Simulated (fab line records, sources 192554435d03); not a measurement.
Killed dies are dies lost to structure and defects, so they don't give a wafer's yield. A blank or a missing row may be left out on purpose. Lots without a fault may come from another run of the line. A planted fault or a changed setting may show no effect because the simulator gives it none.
Which tool did it? | flow n5_finfet | 10 lots, 30 wafers sampled, at 6 steps of a route of 1938

WHAT THE GAUGES READ, wafer by wafer
N5_STI_FIN_REVEAL_INSPECT_13: inspects for defects (darkfield).
lot  | measured    | on                | raw_defect_count
L335 | day 2 15:07 | defect_inspect-02 | 17 10 6
L338 | day 3 06:57 | defect_inspect-02 | 19 12 16
L339 | day 3 13:13 | defect_inspect-02 | 10 6 6
L340 | day 3 21:23 | defect_inspect-02 | 9 9 13
L341 | day 4 01:40 | defect_inspect-02 | 8 7 11
L344 | day 4 20:02 | defect_inspect-02 | 302 288 275
L345 | day 5 03:32 | defect_inspect-02 | 10 15 15
L346 | day 5 09:58 | defect_inspect-02 | 248 292 290
L350 | day 6 05:58 | defect_inspect-02 | 7 12 17
L355 | day 7 13:42 | defect_inspect-01 | 12 19 15

N5_DUMMY_GATE_THK_MEAS_05.
lot  | measured    | on            | thk_nm (nm)
L335 | day 2 19:25 | film_metro-02 | 73.1 71.4 72.6
L338 | day 3 11:07 | film_metro-01 | 74.4 73.6 74.3
L339 | day 3 17:23 | film_metro-01 | 71.4 74.0 72.9
L340 | day 4 03:18 | film_metro-02 | 72.7 72.8 72.4
L341 | day 4 06:30 | film_metro-02 | 72.1 75.1 71.9
L344 | day 5 00:23 | film_metro-02 | 73.2 74.0 74.1
L345 | day 5 07:44 | film_metro-02 | 73.2 71.7 73.3
L346 | day 5 14:16 | film_metro-02 | 72.6 72.1 72.0
L350 | day 6 10:08 | film_metro-01 | 72.2 74.3 73.2
L355 | day 7 18:15 | film_metro-01 | 72.6 74.3 71.8

N5_BEOL_M4_RC_MEAS_101.
lot  | measured     | on        | DIBL_N (mV/V)  | DIBL_P (mV/V) | IOFF_N (nA/um) | IOFF_P (nA/um) | ION_N (uA/um) | ION_P (uA/um) | SS_N (mV/dec)  | SS_P (mV/dec)  | VT_N (mV)   | VT_P (mV)
L335 | day 8 11:45  | prober-02 | 39.7 38.3 39.1 | 42 39 41      | 0.23 0.19 0.21 | 0.30 0.22 0.27 | 684 667 673   | 470 455 467   | 72.4 71.9 72.2 | 74.6 73.9 74.2 | 245 249 245 | -248 -253 -248
L338 | day 9 13:48  | prober-01 | 37.7 36.7 37.9 | 39 37 38      | 0.20 0.19 0.20 | 0.25 0.23 0.23 | 688 681 664   | 467 464 453   | 71.6 72.0 73.0 | 73.7 72.7 73.8 | 248 245 247 | -248 -248 -248
L339 | day 9 08:38  | prober-01 | 35.0 34.1 36.0 | 34 32 35      | 0.13 0.12 0.14 | 0.16 0.14 0.17 | 664 652 664   | 455 445 453   | 71.5 71.4 71.1 | 73.0 72.2 72.8 | 253 256 255 | -251 -257 -255
L340 | day 9 13:41  | prober-02 | 40.3 35.2 36.3 | 37 35 36      | 0.26 0.13 0.14 | 0.19 0.16 0.17 | 659 654 655   | 447 445 441   | 74.5 70.6 71.5 | 73.1 73.0 72.5 | 250 253 252 | -253 -254 -254
L341 | day 9 18:23  | prober-01 | 37.7 34.9 36.0 | 40 36 36      | 0.19 0.13 0.16 | 0.22 0.18 0.18 | 671 657 679   | 459 450 457   | 72.5 71.4 72.1 | 74.4 73.3 72.9 | 250 253 250 | -251 -253 -254
L344 | day 10 14:05 | prober-01 | 39.7 34.1 36.6 | 37 32 36      | 0.20 0.10 0.15 | 0.19 0.13 0.17 | 670 651 678   | 449 446 451   | 73.0 71.8 72.0 | 74.5 72.7 73.7 | 251 259 250 | -256 -258 -255
L345 | day 10 18:53 | prober-02 | 37.4 37.3 38.5 | 35 39 39      | 0.20 0.17 0.20 | 0.18 0.22 0.22 | 679 670 672   | 453 455 449   | 72.4 71.4 73.4 | 73.6 74.0 74.6 | 248 251 250 | -253 -252 -251
L346 | day 10 18:41 | prober-01 | 35.6 38.3 37.2 | 36 37 38      | 0.17 0.21 0.22 | 0.20 0.21 0.23 | 678 674 698   | 462 466 465   | 72.4 73.2 71.5 | 73.2 73.6 74.4 | 250 247 244 | -251 -248 -250
L350 | day 12 13:16 | prober-01 | 44.3 36.7 38.2 | 45 35 38      | 0.39 0.17 0.19 | 0.41 0.20 0.24 | 708 664 671   | 473 453 458   | 74.5 71.5 71.8 | 75.2 73.1 73.4 | 243 250 249 | -240 -250 -250
L355 | day 13 00:14 | prober-02 | 41.6 35.2 39.3 | 41 35 38      | 0.28 0.14 0.24 | 0.27 0.17 0.23 | 683 651 682   | 463 446 461   | 73.6 71.9 73.2 | 75.0 72.9 74.9 | 243 255 247 | -248 -255 -251

WHICH TOOL RAN EACH LOT (tool, then ch and the chambers of the sampled wafers, then the start)
lot  | N5_FIN_CUT_CUT_ETCH_28          | N5_FIN_CUT_STRIP_22               | N5_STI_FIN_REVEAL_PRECLEAN_25
L335 | rie_si-06 ch 1,2,3, day 2 06:09 | rie_diel-04 ch 0,1,3, day 2 06:13 | wet_bench-03 ch 1,6,7, day 2 12:11
L338 | rie_si-01 ch 1,2,3, day 2 21:51 | rie_diel-04 ch 1,3, day 2 21:57   | wet_bench-06 ch 1,2,4, day 3 04:04
L339 | rie_si-06 ch 1,2,3, day 3 04:09 | rie_diel-04 ch 0,1,2, day 3 04:13 | wet_bench-03 ch 1,2,6, day 3 10:16
L340 | rie_si-06 ch 0,1,2, day 3 12:08 | rie_diel-03 ch 1,2, day 3 12:24   | wet_bench-04 ch 2,4,7, day 3 18:25
L341 | rie_si-02 ch 0,2, day 3 16:35   | rie_diel-01 ch 0,2,3, day 3 16:39 | wet_bench-04 ch 1,3,6, day 3 22:46
L344 | rie_si-02 ch 1,2,3, day 4 10:32 | rie_diel-03 ch 2,3, day 4 10:37   | wet_bench-03 ch 1,2,7, day 4 17:08
L345 | rie_si-01 ch 0,1, day 4 18:05   | rie_diel-04 ch 0,1,3, day 4 18:08 | wet_bench-06 ch 1,3,5, day 5 00:31
L346 | rie_si-02 ch 0,1,3, day 5 00:51 | rie_diel-01 ch 2,3, day 5 01:01   | wet_bench-03 ch 5,6,7, day 5 07:02
L350 | rie_si-06 ch 0,1, day 5 20:57   | rie_diel-01 ch 1,2,3, day 5 21:01 | wet_bench-04 ch 0,2,3, day 6 03:04
L355 | rie_si-06 ch 0,1,3, day 7 03:20 | rie_diel-01 ch 1,2,3, day 7 03:26 | wet_bench-04 ch 1,5,6, day 7 10:49
- N5_FIN_CUT_CUT_ETCH_28: etches Si in HBr/Cl2/O2, target depth 6 nm, time 2.4 s.
- N5_FIN_CUT_STRIP_22: strips in N2/H2.
- N5_STI_FIN_REVEAL_PRECLEAN_25: cleans in SPM, time 90 s.

WHAT THE TOOLS THEMSELVES READ (means of the sampled wafers that have a number; where no wafer has one, the mark that the record gives instead)
N5_FIN_CUT_CUT_ETCH_28.
lot  | tool      | O2_flow_sccm (sccm) | drypump_motor_current_A (A) | oes_product_au (a.u.) | throttle_valve_pct (%)
L335 | rie_si-06 | 12.01               | 5.9                         | 1.009                 | 37.1
L338 | rie_si-01 | 11.94               | 5.8                         | 0.995                 | 37.0
L339 | rie_si-06 | 11.99               | 5.8                         | 1.004                 | 37.1
L340 | rie_si-06 | 11.98               | 5.8                         | 1.014                 | 37.1
L341 | rie_si-02 | 12.01               | 5.6                         | 0.989                 | 37.0
L344 | rie_si-02 | 11.96               | 5.6                         | 1.009                 | 36.9
L345 | rie_si-01 | 12.02               | 5.5                         | 0.990                 | 36.8
L346 | rie_si-02 | 12.05               | 5.4                         | 0.999                 | 36.7
L350 | rie_si-06 | 11.98               | 5.6                         | 1.014                 | 37.3
L355 | rie_si-06 | 11.99               | 5.7                         | 1.005                 | 37.2

N5_FIN_CUT_STRIP_22.
lot  | tool        | drypump_motor_current_A (A) | oes_product_au (a.u.) | rf_vpp_V (V) | showerhead_plenum_p_Torr (Torr) | throttle_valve_pct (%)
L335 | rie_diel-04 | 5.5                         | 0.89                  | 55.9         | 3.36                            | 18.4
L338 | rie_diel-04 | 5.5                         | 0.91                  | 52.9         | 3.32                            | 18.4
L339 | rie_diel-04 | 5.8                         | 0.84                  | 53.9         | 3.29                            | 18.7
L340 | rie_diel-03 | 5.5                         | 0.83                  | 54.8         | 3.42                            | 18.6
L341 | rie_diel-01 | 6.0                         | 0.82                  | 54.9         | 3.39                            | 18.9
L344 | rie_diel-03 | 5.9                         | 0.75                  | 54.0         | 3.40                            | 19.0
L345 | rie_diel-04 | 5.5                         | 0.87                  | 50.9         | 3.35                            | 18.4
L346 | rie_diel-01 | 5.9                         | 0.77                  | 56.4         | 3.32                            | 19.0
L350 | rie_diel-01 | 6.0                         | 0.75                  | 54.8         | 3.32                            | 19.3
L355 | rie_diel-01 | 6.0                         | 0.75                  | 54.9         | 3.32                            | 19.3

THE ANSWER, worked out from the rows above alone
Rule: what is usual is taken from the lots themselves. Put in order of their means at a reading, lots are off if they are a third of the lots or fewer, leave a main group of 4 or more, and stand apart from it by a gap of 3 or more times the standard deviation of the main group's means; of several such gaps the widest counts. A main group whose means are all the same, to the digits that the tables above print for the reading, isn't used. A lot without any number at a reading at which 4 lots or more have one is off too. The other lots that the step has rows for count as sound. The gauges are gone through in route order, then the tools' own readings, and for those a lot's mean is taken as printed above. The first step at which some lot is off is used, and at that step the reading that is off furthest; a lot without a number counts as furthest.
Off: L344, L346, at N5_STI_FIN_REVEAL_INSPECT_13 (raw_defect_count). The main group: mean 12, standard deviation 2.8.
A tool fits if, at a process step before that reading, it ran every lot that is off, and no sound lot after the first of them. The gauges at N5_STI_FIN_REVEAL_INSPECT_13 are tried like those tools. Can't be told from this: 2 tools fit, rie_si-02 at N5_FIN_CUT_CUT_ETCH_28, wet_bench-03 at N5_STI_FIN_REVEAL_PRECLEAN_25.

WHAT THE SIMULATOR HAD PUT IN
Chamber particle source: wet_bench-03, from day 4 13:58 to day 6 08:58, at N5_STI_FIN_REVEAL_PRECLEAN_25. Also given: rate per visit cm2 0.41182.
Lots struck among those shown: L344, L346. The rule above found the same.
